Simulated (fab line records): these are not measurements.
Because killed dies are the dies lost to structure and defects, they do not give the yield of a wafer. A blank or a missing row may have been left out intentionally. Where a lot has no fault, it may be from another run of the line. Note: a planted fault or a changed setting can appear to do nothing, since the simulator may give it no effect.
fab line records	flow nandHarc
record lots=24	wafers=72	lastDay=33
route steps=1302 shown P_GATE@146 P_M0@275 P_M1@297
lots that met no fault: taken from a fault-free run of the same line
startH: hours from the record's opening day to when the first of the lot's shown wafers began	waitH: how many hours have passed since the lot's step before this one	" as in the row above	L1.1+2: a row that stands for several wafers	- no value present, or no start provided	* or withheld: withheld	< > ~ a bound
route shown NAME@n: NAME is a module with steps in the file, n the number in the route of the first one	usual: mean/standard deviation of fault-free wafers	same: alike in all rows	chamber/n: place in a boat	sites: the reading at each site	_std_site: standard deviation of those values	_edge_site: outer sites' mean less inner sites'	radiusMm: for every site, how far away it sits from the centre of the wafer	mask NAME#n: copy n	behind: the tool/chamber that last shaped the wafer	hold: reason for holding the lot/hours on hold/outcome of the hold	device: transistor that didn't switch, given as n, p or np	end of line: tests run on the same wafers once the route is complete	a step without rows: its recipe alone	killed: dies lost to structure and defects at the first sort, not the wafer's yield	map: the dies of a wafer, with x for killed, . for not killed, _ for no die there
set.NAME: the setting that was run; set.NAME@STEP: the one run at that earlier step	model.NAME: the simulator's own value behind a step, which no gauge read
route steps across a sampled set of lots; one table per step, one row per wafer
services: the hour from which a tool's chamber was out of use, counted from the record's first day as startH (under 0 if before that day), plus the number of hours and why
## steps
# step NHARC_P_GATE_HM_OPEN_105
# recipe targetDepthA=3600	o2FlowSccm=400	cosFlowSccm=20	arFlowSccm=0	rfW=500	biasW=300	chemistry=O2/COS
# usual drypumpMotorCurrentA=5.7/0.39	oesProductAu=0.999/0.013	rfVppV=467.9/3	showerheadPlenumPTorr=3.16/0.14	throttleValvePct=28.330/0.01
lot.wafer	tool	chamber	startH	waitH	drypumpMotorCurrentA	oesProductAu	rfHoursCounterH	rfVppV	showerheadPlenumPTorr	throttleValvePct
L074.3	rieDiel-01	1	-	-	6.0	0.999	2.9	471.0	3.26	28.336
L074.5	"	3	"	"	5.8	1.019	-	467.4	3.10	28.333
L074.6	"	0	"	"	6.4	1.007	-	464.9	2.99	28.320
L075.2	rieDiel-11	2	-	-	5.9	1.033	1.5	467.9	3.18	28.322
L075.1	"	3	"	"	5.4	0.992	1.5	469.0	3.22	28.327
L075.5	"	2	"	"	5.9	1.024	-	468.6	3.18	28.347
L076.3	rieDiel-04	2	-	-	5.8	0.996	6.1	471.3	3.33	28.328
L076.1	"	0	"	"	5.4	1.014	6.7	464.6	3.01	28.334
L076.6	"	2	"	"	5.8	1.001	-	470.0	3.33	28.323
L077.1	rieDiel-11	3	-	-	5.4	0.976	2.4	468.7	3.21	28.325
L077.6	"	0	"	"	6.1	0.988	-	469.2	3.20	28.344
L077.5	"	1	"	"	5.6	1.010	-	473.4	3.32	28.322
L078.2	rieDiel-11	0	-	-	6.1	1.000	1.7	468.2	3.20	28.329
L078.4	"	1	"	"	5.6	1.008	1.7	470.9	3.32	28.323
L078.5	"	2	"	"	5.9	1.012	-	468.0	3.18	28.340
L079.3	rieDiel-04	3	-	-	5.3	0.995	7.6	464.2	2.93	28.347
L079.2	"	0	"	"	5.4	0.997	8.0	465.4	3.01	28.343
L079.5	"	3	"	"	5.3	0.986	-	462.9	2.93	28.316
L080.4	rieDiel-01	2	-	-	5.7	0.968	7.2	472.0	3.31	28.331
L080.5	"	1	"	"	6.0	0.998	-	469.3	3.26	28.308
L080.6	"	2	"	"	5.7	0.980	-	471.1	3.31	28.332
L081.3	rieDiel-04	2	-	-	5.8	0.984	9.1	472.9	3.33	28.326
L081.2	"	0	"	"	5.4	0.997	9.7	466.5	3.01	28.332
L081.1	"	1	"	"	5.0	0.998	6.8	467.9	3.15	28.327
L082.4	rieDiel-01	2	-	-	5.7	0.968	8.7	471.4	3.31	28.348
L082.5	"	0	"	"	6.4	0.996	-	463.5	2.99	28.339
L082.6	"	1	"	"	6.0	1.014	-	469.2	3.26	28.325
L083.3	rieDiel-01	3	-	-	5.9	1.021	10.1	465.6	3.10	28.346
L083.6	"	1	"	"	6.0	1.003	-	470.9	3.26	28.332
L083.5	"	2	"	"	5.7	0.978	-	471.8	3.31	28.324
L084.3	rieDiel-01	0	-	-	6.4	0.999	7.9	465.6	2.99	28.327
L084.2	"	3	"	"	5.9	1.020	10.2	466.3	3.10	28.334
L084.6	"	0	"	"	6.4	1.000	-	463.4	2.99	28.328
L085.1	rieDiel-04	3	-	-	5.3	0.981	0.5	463.2	2.93	28.331
L085.4	"	0	"	"	5.4	0.991	0.5	464.5	3.01	28.308
L085.6	"	0	"	"	5.4	0.989	-	464.4	3.01	28.335
L086.1	rieDiel-11	2	-	-	5.9	1.026	8.4	467.8	3.18	28.330
L086.2	"	3	"	"	5.4	1.000	7.7	470.1	3.21	28.329
L086.6	"	2	"	"	5.9	1.028	-	468.4	3.18	28.319
L088.4	rieDiel-01	0	-	-	6.4	1.002	1.9	465.8	2.99	28.320
L088.2	"	1	"	"	6.0	0.989	1.5	469.0	3.26	28.339
L088.1	"	2	"	"	5.7	1.005	1.1	469.7	3.31	28.318
L087.1	rieDiel-11	2	-	-	5.9	1.017	10.1	467.1	3.18	28.351
L087.3	"	3	"	"	5.4	0.993	9.2	468.2	3.21	28.344
L087.4	"	0	"	"	6.1	0.991	7.5	468.2	3.20	28.327
L089.2	rieDiel-01	1	-	-	6.0	1.001	1.6	470.1	3.26	28.323
L089.3	"	0	"	"	6.4	1.008	2.0	464.2	2.99	28.327
L089.6	"	1	"	"	6.0	1.000	-	469.0	3.26	28.318
L090.3	rieDiel-04	0	-	-	5.4	0.995	4.7	463.5	3.01	28.330
L090.5	"	2	"	"	5.8	0.986	-	471.1	3.33	28.336
L090.6	"	3	"	"	5.3	0.976	-	463.4	2.93	28.326
L091.4	rieDiel-04	1	-	-	5.0	1.000	4.3	467.0	3.15	28.333
L091.1	"	3	"	"	5.3	0.982	4.1	463.8	2.93	28.341
L091.6	"	0	"	"	5.4	0.997	-	465.1	3.01	28.322
L092.3	rieDiel-04	2	-	-	5.8	0.999	3.4	469.3	3.33	28.320
L092.2	"	0	"	"	5.4	1.003	5.1	462.6	3.01	28.321
L092.5	"	2	"	"	5.8	1.000	-	470.4	3.33	28.327
L093.4	rieDiel-01	2	-	-	5.7	1.007	5.5	471.8	3.31	28.341
L093.1	"	3	"	"	5.8	1.000	5.3	464.8	3.10	28.335
L093.5	"	2	"	"	5.8	1.008	-	471.2	3.31	28.342
L094.1	rieDiel-01	0	-	-	6.4	0.994	6.2	464.1	2.99	28.336
L094.3	"	1	"	"	6.0	0.989	6.5	470.0	3.26	28.334
L094.5	"	2	"	"	5.7	1.011	-	471.0	3.31	28.335
L095.2	rieDiel-01	3	-	-	5.8	1.001	7.0	467.6	3.10	28.321
L095.4	"	1	"	"	6.0	0.990	7.7	470.5	3.25	28.336
L095.5	"	2	"	"	5.7	1.008	-	470.3	3.31	28.339
L096.4	rieDiel-04	0	-	-	5.4	1.011	8.3	463.4	3.01	28.354
L096.1	"	3	"	"	5.3	0.988	6.7	462.0	2.93	28.326
L096.5	"	1	"	"	5.0	1.004	-	467.0	3.15	28.327
L097.3	rieDiel-04	1	-	-	5.0	1.000	8.7	468.8	3.15	28.341
L097.2	"	0	"	"	5.4	1.012	8.9	464.1	3.01	28.319
L097.6	"	2	"	"	5.8	0.995	-	471.3	3.32	28.331
# step NHARC_P_M0_PVD_21
# recipe targetThkA=300	chamberPressurePa=5	powerW=5000	substrateTempC=30	timeS=20.49	material=Cu
# usual chamberPressurePa=5.000/0.011	throttleValvePct=30.2/1.3
lot.wafer	tool	chamber	startH	waitH	chamberPressurePa	throttleValvePct
L074.3	pvdSputter-03	-	-	-	4.999	27.5
L074.6	"	-	"	"	4.988	30.5
L074.5	"	-	"	"	5.007	31.0
L075.2	pvdSputter-03	-	-	-	5.015	30.9
L075.1	"	-	"	"	5.013	31.0
L075.5	"	-	"	"	5.024	30.6
L076.3	pvdSputter-01	-	-	-	4.996	31.5
L076.1	"	-	"	"	5.011	29.9
L076.6	"	-	"	"	5.008	31.5
L077.1	pvdSputter-02	-	-	-	4.987	30.6
L077.6	"	-	"	"	5.006	30.0
L077.5	"	-	"	"	5.003	30.1
L078.4	pvdSputter-02	-	-	-	5.005	30.0
L078.2	"	-	"	"	4.983	30.5
L078.5	"	-	"	"	5.007	29.7
L079.2	pvdSputter-03	-	169.55	-	5.026	30.2
L079.3	"	-	"	"	4.985	30.3
L079.5	"	-	"	"	4.992	27.8
L080.4	pvdSputter-03	-	-	-	4.993	30.2
L080.5	"	-	"	"	5.000	27.7
L080.6	"	-	"	"	5.009	30.0
L081.1	pvdSputter-02	-	-	-	5.013	30.4
L081.3	"	-	"	"	5.008	30.6
L081.2	"	-	"	"	5.000	28.6
L082.4	pvdSputter-03	-	-	-	5.011	30.1
L082.6	"	-	"	"	5.017	30.4
L082.5	"	-	"	"	5.002	29.7
L084.3	pvdSputter-03	-	-	-	4.994	27.6
L084.2	"	-	"	"	4.982	29.9
L084.6	"	-	"	"	5.014	29.8
L083.3	pvdSputter-02	-	-	-	5.012	30.4
L083.6	"	-	"	"	4.990	28.2
L083.5	"	-	"	"	5.004	29.7
L085.1	pvdSputter-03	-	-	-	5.002	29.9
L085.4	"	-	"	"	5.011	27.8
L085.6	"	-	"	"	5.012	29.8
L086.1	pvdSputter-03	-	-	-	4.999	27.5
L086.2	"	-	"	"	4.978	29.9
L086.6	"	-	"	"	5.011	27.6
L088.4	pvdSputter-02	-	-	-	5.013	30.4
L088.2	"	-	"	"	4.990	30.5
L088.1	"	-	"	"	4.989	28.4
L087.1	pvdSputter-03	-	-	-	4.995	27.7
L087.4	"	-	"	"	5.011	30.0
L087.3	"	-	"	"	4.992	29.6
L089.2	pvdSputter-01	-	-	-	4.980	30.9
L089.3	"	-	"	"	5.002	32.1
L089.6	"	-	"	"	5.009	31.6
L090.3	pvdSputter-01	-	-	-	4.997	32.4
L090.6	"	-	"	"	4.988	31.5
L090.5	"	-	"	"	4.996	31.2
L091.4	pvdSputter-02	-	-	-	4.992	28.2
L091.1	"	-	"	"	4.992	31.0
L091.6	"	-	"	"	4.988	27.8
L092.3	pvdSputter-03	-	-	-	5.005	29.8
L092.2	"	-	"	"	4.999	27.6
L092.5	"	-	"	"	5.008	30.1
L093.1	pvdSputter-01	-	-	-	5.019	31.7
L093.4	"	-	"	"	4.992	30.5
L093.5	"	-	"	"	5.009	31.7
L094.3	pvdSputter-01	-	-	-	4.992	31.7
L094.1	"	-	"	"	5.017	31.3
L094.5	"	-	"	"	5.001	31.5
L095.2	pvdSputter-01	-	-	-	4.992	31.7
L095.4	"	-	"	"	4.991	31.0
L095.5	"	-	"	"	4.997	32.0
L096.1	pvdSputter-01	-	-	-	5.002	32.4
L096.4	"	-	"	"	4.993	31.6
L096.5	"	-	"	"	5.014	32.4
L097.3	pvdSputter-01	-	-	-	5.005	31.3
L097.2	"	-	"	"	5.011	31.7
L097.6	"	-	"	"	4.989	31.1
# step NHARC_P_M1_INSPECT_11
# usual rawDefectCount=4.0/2.3
lot.wafer	tool	chamber	startH	waitH	rawDefectCount
L074.3	defectInspect-01	-	124.57	0.0	4
L074.5	"	-	"	"	3
L074.6	"	-	"	"	1
L075.1	defectInspect-02	-	136.97	0.0	2
L075.2	"	-	"	"	3
L075.5	"	-	"	"	3
L076.1	defectInspect-02	-	149.63	0.0	6
L076.3	"	-	"	"	3
L076.6	"	-	"	"	5
L077.1	defectInspect-02	-	160.10	0.0	10
L077.5	"	-	"	"	4
L077.6	"	-	"	"	5
L078.2	defectInspect-02	-	163.13	0.0	5
L078.4	"	-	"	"	3
L078.5	"	-	"	"	5
L079.2	defectInspect-01	-	172.37	0.0	2
L079.3	"	-	"	"	7
L079.5	"	-	"	"	3
L080.4	defectInspect-02	-	188.25	0.0	4
L080.5	"	-	"	"	2
L080.6	"	-	"	"	4
L081.1	defectInspect-02	-	204.49	0.0	7
L081.2	"	-	"	"	7
L081.3	"	-	"	"	3
L082.4	defectInspect-02	-	204.89	0.0	7
L082.5	"	-	"	"	4
L082.6	"	-	"	"	2
L084.2	defectInspect-01	-	223.31	0.0	2
L084.3	"	-	"	"	4
L084.6	"	-	"	"	1
L083.3	defectInspect-02	-	224.34	0.0	2
L083.5	"	-	"	"	1
L083.6	"	-	"	"	4
L085.1	defectInspect-02	-	233.38	0.0	3
L085.4	"	-	"	"	2
L085.6	"	-	"	"	2
L086.1	defectInspect-02	-	244.88	0.0	5
L086.2	"	-	"	"	4
L086.6	"	-	"	"	4
L088.1	defectInspect-02	-	266.85	0.0	0
L088.2	"	-	"	"	4
L088.4	"	-	"	"	2
L087.1	defectInspect-01	-	267.91	0.0	4
L087.3	"	-	"	"	7
L087.4	"	-	"	"	3
L089.2	defectInspect-01	-	273.99	0.0	1
L089.3	"	-	"	"	1
L089.6	"	-	"	"	1
L090.3	defectInspect-01	-	288.55	0.0	4
L090.5	"	-	"	"	5
L090.6	"	-	"	"	3
L091.1	defectInspect-01	-	296.56	0.0	4
L091.4	"	-	"	"	2
L091.6	"	-	"	"	3
L092.2	defectInspect-01	-	304.06	0.0	2
L092.3	"	-	"	"	6
L092.5	"	-	"	"	1
L093.1	defectInspect-02	-	313.10	0.0	9
L093.4	"	-	"	"	7
L093.5	"	-	"	"	8
L094.1	defectInspect-01	-	325.53	0.0	2
L094.3	"	-	"	"	3
L094.5	"	-	"	"	3
L095.2	defectInspect-02	-	340.26	0.0	7
L095.4	"	-	"	"	2
L095.5	"	-	"	"	2
L096.1	defectInspect-02	-	346.64	0.0	7
L096.4	"	-	"	"	2
L096.5	"	-	"	"	5
L097.2	defectInspect-01	-	357.98	0.0	2
L097.3	"	-	"	"	2
L097.6	"	-	"	"	5
# step NHARC_P_M1_DESCUM_14
# recipe timeS=3	o2FlowSccm=200	arFlowSccm=0	biasPowerW=0	chemistry=O2
# usual drypumpMotorCurrentA=5.9/0.46	oesProductAu=1.002/0.011	rfVppV=57.7/0.84	showerheadPlenumPTorr=1.90/0.069	throttleValvePct=11.310/0.0088
lot.wafer	tool	chamber	startH	waitH	drypumpMotorCurrentA	oesProductAu	rfHoursCounterH	rfVppV	showerheadPlenumPTorr	throttleValvePct
L074.3	rieDiel-09	0	124.65	0.1	5.2	1.011	49	57.3	1.92	11.307
L074.6	"	2	"	"	5.7	1.008	-	58.1	2.02	11.312
L074.5	"	3	"	"	5.9	1.027	-	57.0	1.84	11.295
L075.1	rieDiel-07	2	137.04	0.1	6.5	1.027	0	57.4	2.02	11.305
L075.2	"	3	"	"	5.4	1.006	0	57.7	1.93	11.321
L075.5	"	1	"	"	6.2	1.016	-	56.7	1.82	11.323
L076.3	rieDiel-07	2	149.69	0.1	6.5	1.011	1	58.0	2.02	11.306
L076.1	"	0	"	"	5.9	1.002	1	58.2	1.92	11.300
L076.6	"	2	"	"	6.5	1.027	-	58.9	2.02	11.306
L077.1	rieDiel-07	0	160.19	0.1	5.9	1.002	2	58.7	1.92	11.296
L077.6	"	1	"	"	6.2	1.003	-	58.1	1.81	11.298
L077.5	"	2	"	"	6.5	1.016	-	57.4	2.02	11.310
L078.4	rieDiel-10	2	163.20	0.1	5.0	0.989	8	55.4	1.83	11.317
L078.2	"	3	"	"	6.4	1.001	8	57.1	1.86	11.296
L078.5	"	2	"	"	5.0	0.993	-	57.5	1.83	11.320
L079.3	rieDiel-09	1	172.43	0.1	6.2	0.996	4	60.0	2.00	11.315
L079.2	"	2	"	"	5.7	1.000	6	58.4	2.01	11.307
L079.5	"	2	"	"	5.7	0.991	-	58.8	2.01	11.296
L080.4	rieDiel-07	3	188.33	0.1	5.4	0.994	3	58.5	1.93	11.306
L080.5	"	1	"	"	6.2	1.002	-	58.6	1.81	11.315
L080.6	"	2	"	"	6.5	1.025	-	57.8	2.02	11.308
L081.2	rieDiel-10	1	204.56	0.1	5.6	0.998	11	58.3	1.86	11.323
L081.1	"	2	"	"	4.9	0.999	11	58.1	1.83	11.317
L081.3	"	3	"	"	6.3	0.981	11	56.9	1.86	11.305
L082.5	rieDiel-10	2	204.98	0.1	5.0	1.005	-	57.5	1.83	11.295
L082.4	"	3	"	"	6.3	1.001	-	57.5	1.86	11.314
L082.6	"	1	"	"	5.6	1.004	-	57.6	1.86	11.316
L084.3	rieDiel-07	2	223.39	0.1	6.5	1.017	5	57.5	2.02	11.317
L084.2	"	3	"	"	5.4	1.006	5	58.6	1.93	11.298
L084.6	"	0	"	"	5.9	0.997	-	58.2	1.92	11.292
L083.3	rieDiel-10	3	224.41	0.1	6.4	0.997	13	57.9	1.85	11.320
L083.6	"	1	"	"	5.6	0.990	-	56.7	1.85	11.321
L083.5	"	2	"	"	4.9	1.007	-	57.7	1.83	11.308
L085.4	rieDiel-07	2	233.44	0.1	6.5	1.018	6	57.1	2.02	11.307
L085.1	"	0	"	"	5.9	0.997	7	57.8	1.92	11.317
L085.6	"	2	"	"	6.5	1.012	-	57.2	2.02	11.309
L086.1	rieDiel-07	1	244.94	0.1	6.2	1.011	7	57.1	1.81	11.294
L086.2	"	3	"	"	5.4	0.993	7	58.7	1.93	11.313
L086.6	"	0	"	"	5.9	0.997	-	57.3	1.92	11.313
L088.1	rieDiel-07	1	266.92	0.1	6.2	1.004	8	57.9	1.81	11.304
L088.2	"	2	"	"	6.5	1.029	7	59.4	2.02	11.311
L088.4	"	3	"	"	5.4	1.000	8	58.5	1.93	11.322
L087.1	rieDiel-10	3	267.98	0.1	6.3	0.992	1	57.3	1.85	11.308
L087.3	"	0	"	"	6.1	1.005	2	58.3	1.94	11.327
L087.4	"	2	"	"	4.9	1.010	2	58.4	1.83	11.306
L089.3	rieDiel-10	3	274.06	0.1	6.4	1.000	2	57.3	1.85	11.309
L089.2	"	0	"	"	6.1	1.008	2	59.3	1.94	11.315
L089.6	"	2	"	"	4.9	1.012	-	58.1	1.83	11.317
L090.3	rieDiel-10	3	288.62	0.1	6.3	0.993	3	57.8	1.85	11.315
L090.6	"	2	"	"	4.9	0.995	-	58.9	1.83	11.304
L090.5	"	3	"	"	6.3	0.997	-	57.7	1.85	11.314
L091.4	rieDiel-10	0	296.63	0.1	6.0	1.005	3	58.5	1.94	11.322
L091.1	"	2	"	"	5.0	1.023	5	57.5	1.83	11.306
L091.6	"	0	"	"	6.1	1.006	-	58.4	1.94	11.317
L092.2	rieDiel-09	2	304.12	0.1	5.7	1.000	43	56.6	2.00	11.306
L092.3	"	1	"	"	6.2	1.002	44	56.9	1.98	11.300
L092.5	"	2	"	"	5.7	0.998	-	58.4	2.00	11.303
L093.4	rieDiel-10	1	313.17	0.1	5.6	0.972	6	57.2	1.85	11.322
L093.1	"	2	"	"	5.0	1.017	5	57.5	1.83	11.314
L093.5	"	1	"	"	5.6	0.974	-	57.5	1.85	11.295
L094.1	rieDiel-07	0	325.59	0.1	5.9	1.002	2	57.3	1.92	11.320
L094.3	"	3	"	"	5.4	0.990	1	58.5	1.93	11.326
L094.5	"	0	"	"	5.9	0.985	-	57.5	1.92	11.297
L095.4	rieDiel-07	2	340.33	0.1	6.5	1.015	2	58.0	2.01	11.305
L095.2	"	0	"	"	6.0	1.014	3	56.8	1.92	11.317
L095.5	"	2	"	"	6.5	1.012	-	57.5	2.02	11.307
L096.4	rieDiel-10	3	346.71	0.1	6.3	0.997	8	56.4	1.85	11.317
L096.1	"	0	"	"	6.1	1.003	8	57.8	1.94	11.306
L096.5	"	3	"	"	6.3	0.999	-	56.7	1.85	11.314
L097.2	rieDiel-07	1	358.05	0.1	6.2	1.014	3	56.9	1.81	11.317
L097.3	"	2	"	"	6.5	1.008	3	58.5	2.01	11.314
L097.6	"	1	"	"	6.2	0.996	-	60.0	1.81	11.316
# step NHARC_P_M1_STRIP_18
# recipe powerW=1000	n2FlowSccm=150	h2FlowSccm=150	arFlowSccm=0	biasW=0	chemistry=N2/H2
# usual drypumpMotorCurrentA=5.8/0.45	n2FlowSccm=150.1/0.45	oesProductAu=0.999/0.012	rfVppV=90.6/0.89	showerheadPlenumPTorr=2.02/0.069	throttleValvePct=14.172/0.0088
lot.wafer	tool	chamber	startH	waitH	drypumpMotorCurrentA	n2FlowSccm	oesProductAu	rfHoursCounterH	rfVppV	showerheadPlenumPTorr	throttleValvePct
L074.3	rieDiel-10	3	125.10	0.2	6.3	149.6	0.993	4	90.5	1.98	14.172
L074.6	"	0	"	"	6.0	149.4	0.996	-	91.5	2.07	14.174
L074.5	"	1	"	"	5.6	149.3	0.997	-	90.1	1.98	14.182
L075.2	rieDiel-09	3	137.46	0.1	5.9	149.7	1.031	52	91.5	1.96	14.171
L075.1	"	0	"	"	5.2	149.5	1.000	51	91.4	2.04	14.178
L075.5	"	2	"	"	5.7	149.7	0.981	-	91.1	2.15	14.160
L076.1	rieDiel-10	2	150.08	0.1	5.0	150.5	0.994	6	89.0	1.95	14.169
L076.3	"	3	"	"	6.3	149.9	1.006	5	90.0	1.98	14.173
L076.6	"	3	"	"	6.3	149.8	0.999	-	90.5	1.98	14.171
L077.1	rieDiel-10	0	160.56	0.1	6.1	150.0	1.008	9	91.0	2.07	14.174
L077.5	"	3	"	"	6.4	150.2	1.001	-	91.4	1.98	14.167
L077.6	"	0	"	"	6.1	149.6	1.008	-	92.1	2.07	14.189
L078.2	rieDiel-10	0	163.59	0.1	6.0	150.1	1.011	9	88.5	2.07	14.167
L078.4	"	2	"	"	5.0	149.6	1.000	8	89.4	1.95	14.163
L078.5	"	3	"	"	6.4	150.5	0.998	-	89.9	1.98	14.171
L079.3	rieDiel-10	3	172.86	0.1	6.3	150.2	0.996	8	90.2	1.98	14.180
L079.2	"	0	"	"	6.1	150.0	1.001	10	90.7	2.07	14.168
L079.5	"	2	"	"	5.0	149.7	0.997	-	91.2	1.95	14.170
L080.4	rieDiel-10	2	188.79	0.2	4.9	150.2	1.003	-	89.5	1.95	14.170
L080.5	"	3	"	"	6.3	149.5	0.987	-	90.8	1.98	14.164
L080.6	"	1	"	"	5.7	150.4	1.001	-	90.4	1.98	14.176
L081.3	rieDiel-07	3	204.93	0.1	5.4	150.2	1.007	4	89.7	2.06	14.182
L081.1	"	1	"	"	6.2	151.0	0.998	4	91.2	1.93	14.181
L081.2	"	2	"	"	6.5	151.0	1.015	4	90.5	2.15	14.173
L082.4	rieDiel-10	2	205.47	0.2	5.0	150.8	0.998	-	89.9	1.95	14.175
L082.5	"	3	"	"	6.3	149.8	0.988	-	91.5	1.98	14.175
L082.6	"	1	"	"	5.7	150.4	1.003	-	89.2	1.98	14.170
L084.2	rieDiel-07	0	223.78	0.1	5.9	149.6	0.992	6	91.1	2.05	14.174
L084.3	"	1	"	"	6.2	150.4	1.008	5	90.5	1.93	14.166
L084.6	"	0	"	"	5.9	149.5	0.987	-	92.2	2.05	14.160
L083.3	rieDiel-07	3	224.78	0.1	5.4	149.5	1.010	5	91.0	2.05	14.172
L083.5	"	3	"	"	5.4	149.8	1.002	-	90.8	2.06	14.168
L083.6	"	0	"	"	5.9	150.6	0.987	-	89.5	2.05	14.156
L085.4	rieDiel-10	0	233.82	0.1	6.1	150.1	1.001	13	91.2	2.07	14.162
L085.1	"	1	"	"	5.6	149.8	1.001	13	90.1	1.98	14.188
L085.6	"	0	"	"	6.1	150.2	0.992	-	91.3	2.07	14.164
L086.2	rieDiel-07	1	245.34	0.1	6.2	150.2	1.007	7	89.8	1.93	14.167
L086.1	"	3	"	"	5.4	149.9	0.997	7	89.8	2.05	14.180
L086.6	"	0	"	"	5.9	149.5	0.999	-	90.9	2.05	14.176
L088.2	rieDiel-09	2	267.29	0.1	5.7	149.9	0.996	32	91.3	2.14	14.173
L088.4	"	0	"	"	5.2	150.2	0.998	32	90.9	2.03	14.171
L088.1	"	1	"	"	6.2	150.0	1.002	32	91.7	2.12	14.166
L087.1	rieDiel-07	0	268.35	0.1	5.9	150.5	0.986	9	89.6	2.04	14.164
L087.3	"	2	"	"	6.5	149.4	1.040	7	91.9	2.15	14.168
L087.4	"	3	"	"	5.4	150.7	1.012	8	90.5	2.05	14.157
L089.2	rieDiel-07	3	274.46	0.1	5.4	150.6	0.998	8	90.1	2.05	14.179
L089.3	"	1	"	"	6.2	149.6	0.997	8	90.3	1.93	14.166
L089.6	"	3	"	"	5.4	149.8	1.007	-	89.9	2.05	14.181
L090.3	rieDiel-10	2	289.06	0.1	4.9	149.5	1.018	4	89.2	1.95	14.161
L090.5	"	3	"	"	6.3	150.6	0.992	-	89.4	1.97	14.176
L090.6	"	0	"	"	6.1	149.8	1.004	-	90.6	2.07	14.172
L091.4	rieDiel-10	1	297.00	0.1	5.6	149.7	0.979	5	90.1	1.97	14.180
L091.1	"	0	"	"	6.1	150.9	1.010	4	90.5	2.07	14.185
L091.6	"	2	"	"	4.9	150.1	1.004	-	91.8	1.95	14.180
L092.3	rieDiel-10	3	304.50	0.1	6.3	150.5	0.997	4	91.0	1.97	14.199
L092.2	"	1	"	"	5.6	150.2	0.976	5	90.2	1.97	14.170
L092.5	"	0	"	"	6.0	151.0	1.000	-	90.4	2.06	14.177
L093.4	rieDiel-07	0	313.57	0.1	5.9	150.5	1.000	1	90.5	2.04	14.188
L093.1	"	1	"	"	6.2	150.2	0.989	1	90.0	1.93	14.174
L093.5	"	0	"	"	5.9	150.1	0.994	-	89.7	2.04	14.167
L094.1	rieDiel-07	3	325.97	0.1	5.4	150.0	0.984	1	92.0	2.05	14.185
L094.3	"	1	"	"	6.2	150.4	0.988	2	91.0	1.93	14.175
L094.5	"	0	"	"	5.9	149.8	1.003	-	90.4	2.04	14.159
L095.4	rieDiel-07	3	340.70	0.1	5.4	149.6	0.994	3	89.6	2.05	14.192
L095.2	"	2	"	"	6.5	150.1	1.012	2	92.6	2.15	14.181
L095.5	"	3	"	"	5.4	150.9	0.993	-	92.0	2.05	14.175
L096.4	rieDiel-07	2	347.10	0.1	6.5	149.4	1.013	2	90.1	2.15	14.178
L096.1	"	3	"	"	5.4	150.9	0.990	3	91.1	2.05	14.155
L096.5	"	2	"	"	6.5	149.9	1.004	-	91.0	2.15	14.173
L097.2	rieDiel-09	3	358.48	0.1	5.9	150.0	0.994	8	91.0	1.94	14.156
L097.3	"	0	"	"	5.2	151.0	0.994	8	89.9	2.02	14.154
L097.6	"	1	"	"	6.2	150.2	0.985	-	91.9	2.11	14.165
# step NHARC_P_M1_THK_MEAS_24
# recipe thkMeasGauge=xrf
# usual thkNm=157.6/1.8
lot.wafer	tool	chamber	startH	waitH	thkNm
L074.3	filmMetro-01	-	127.07	-	158.3
L074.5	"	-	"	"	157.1
L074.6	"	-	"	"	157.7
L075.1	filmMetro-02	-	139.44	-	157.2
L075.2	"	-	"	"	155.8
L075.5	"	-	"	"	157.6
L076.1	filmMetro-02	-	152.46	-	159.5
L076.3	"	-	"	"	158.7
L076.6	"	-	"	"	159.5
L077.1	filmMetro-02	-	162.57	-	152.9
L077.5	"	-	"	"	154.4
L077.6	"	-	"	"	156.0
L078.2	filmMetro-01	-	165.67	-	159.3
L078.4	"	-	"	"	157.8
L078.5	"	-	"	"	156.7
L079.2	filmMetro-02	-	174.84	-	158.7
L079.3	"	-	"	"	155.3
L079.5	"	-	"	"	155.6
L080.4	filmMetro-01	-	190.84	-	158.1
L080.5	"	-	"	"	157.7
L080.6	"	-	"	"	157.7
L081.1	filmMetro-01	-	206.97	-	157.1
L081.2	"	-	"	"	157.7
L081.3	"	-	"	"	157.7
L082.4	filmMetro-02	-	207.47	-	156.7
L082.5	"	-	"	"	156.4
L082.6	"	-	"	"	158.3
L084.2	filmMetro-01	-	226.20	-	156.3
L084.3	"	-	"	"	155.2
L084.6	"	-	"	"	156.3
L083.3	filmMetro-02	-	226.81	-	156.6
L083.5	"	-	"	"	159.7
L083.6	"	-	"	"	158.2
L085.1	filmMetro-02	-	235.86	-	158.3
L085.4	"	-	"	"	157.7
L085.6	"	-	"	"	157.3
L086.1	filmMetro-02	-	247.40	-	158.4
L086.2	"	-	"	"	156.3
L086.6	"	-	"	"	157.7
L088.1	filmMetro-02	-	269.33	-	161.3
L088.2	"	-	"	"	159.5
L088.4	"	-	"	"	156.1
L087.1	filmMetro-01	-	270.41	-	156.7
L087.3	"	-	"	"	160.6
L087.4	"	-	"	"	156.0
L089.2	filmMetro-01	-	276.47	-	156.2
L089.3	"	-	"	"	158.5
L089.6	"	-	"	"	156.6
L090.3	filmMetro-02	-	291.68	-	155.3
L090.5	"	-	"	"	158.4
L090.6	"	-	"	"	158.8
L091.1	filmMetro-01	-	299.16	-	159.0
L091.4	"	-	"	"	160.9
L091.6	"	-	"	"	159.7
L092.2	filmMetro-02	-	306.53	-	158.3
L092.3	"	-	"	"	158.6
L092.5	"	-	"	"	156.8
L093.1	filmMetro-02	-	315.59	-	157.5
L093.4	"	-	"	"	154.0
L093.5	"	-	"	"	155.2
L094.1	filmMetro-02	-	328.01	-	157.4
L094.3	"	-	"	"	156.6
L094.5	"	-	"	"	160.2
L095.2	filmMetro-02	-	342.73	-	155.4
L095.4	"	-	"	"	155.6
L095.5	"	-	"	"	157.9
L096.1	filmMetro-02	-	349.11	-	156.8
L096.4	"	-	"	"	156.8
L096.5	"	-	"	"	155.4
L097.2	filmMetro-02	-	360.47	-	159.7
L097.3	"	-	"	"	159.6
L097.6	"	-	"	"	158.5
## services
tool	chamber	startH	hours	kind
rieDiel-10	-	82.25	0.9	repair
rieDiel-10	3	83.49	1.9	repair
rieDiel-07	-	86.07	1.1	repair
rieDiel-01	0	98.42	22.5	repair
rieDiel-10	3	106.88	9.1	repair
rieDiel-04	3	113.60	2.4	repair
rieDiel-07	-	117.27	9.0	pm
rieDiel-04	1	126.25	39.3	repair
pvdSputter-03	-	170.00	10.0	pm
rieDiel-04	-	177.90	9.0	pm
pvdSputter-03	-	181.17	3.3	repair
pvdSputter-01	-	181.70	2.1	repair
rieDiel-10	0	186.44	9.7	repair
pvdSputter-03	-	189.30	1.1	repair
rieDiel-01	-	203.80	9.0	pm
rieDiel-10	0	204.77	7.2	repair
rieDiel-10	1	206.47	4.1	repair
rieDiel-10	-	242.50	9.0	pm
rieDiel-07	-	294.27	9.0	pm
pvdSputter-03	-	315.22	2.5	repair
rieDiel-01	1	326.90	7.0	repair
rieDiel-04	2	344.52	10.1	repair
rieDiel-04	-	345.37	0.6	repair
rieDiel-04	-	354.90	9.0	pm
## key
fault none
